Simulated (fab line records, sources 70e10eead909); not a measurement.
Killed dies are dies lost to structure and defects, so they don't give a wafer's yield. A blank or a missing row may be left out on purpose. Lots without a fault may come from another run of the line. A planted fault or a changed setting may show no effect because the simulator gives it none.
Chamber matching | flow nand_harc | NHARC_P_M1_CMP_23 on cmp-02: 4 sister chambers
The step polishes, t overpolish 20 s, target thk 157.82 nm. 4 wafers are shown with their chamber, then 8 later ones without.

WAFERS WITH THEIR CHAMBER
wafer  | chamber | motor_current_A (A)
L080.5 | 2       | 11.8
L086.1 | 1       | 13.1
L086.4 | 0       | 12.0
L089.2 | 3       | 13.3

WAFERS WITHOUT THEIR CHAMBER
wafer  | motor_current_A (A)
L089.4 | 11.8
L089.5 | 12.6
L090.1 | 12.2
L090.4 | 12.4
L090.6 | 12.7
L095.2 | 13.4
L095.3 | 12.9
L095.5 | 12.7

WHICH CHAMBER EACH WENT THROUGH
wafer  | from the rows above               | in truth
L089.4 | can't be placed: 2 or 0           | 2
L089.5 | can't be placed: 1 or 0 or 3 or 2 | 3
L090.1 | can't be placed: 0 or 2           | 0
L090.4 | can't be placed: 0 or 2 or 1 or 3 | 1
L090.6 | can't be placed: 1 or 3 or 0 or 2 | 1
L095.2 | can't be placed: 3 or 1           | 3
L095.3 | can't be placed: 1 or 3           | 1
L095.5 | can't be placed: 1 or 3 or 0 or 2 | 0
Placed correctly: 0 of 8. Can't be placed from these rows: 8 (the true chamber is among the candidates in 8). Placed wrongly: 0.
How it was worked out, from the rows above alone: a wafer's distance from a chamber is the root of the sum, over the readings, of the square of ((its reading less the chamber's mean) divided by the reading's scatter). The wafer belongs to the nearest chamber; if the next one is less than 2 further off, it can't be placed. A chamber's mean is the mean of its shown wafers. The scatter: with one shown wafer a chamber, the root of the mean of the squares of how far each hidden wafer lies from its nearest shown one.
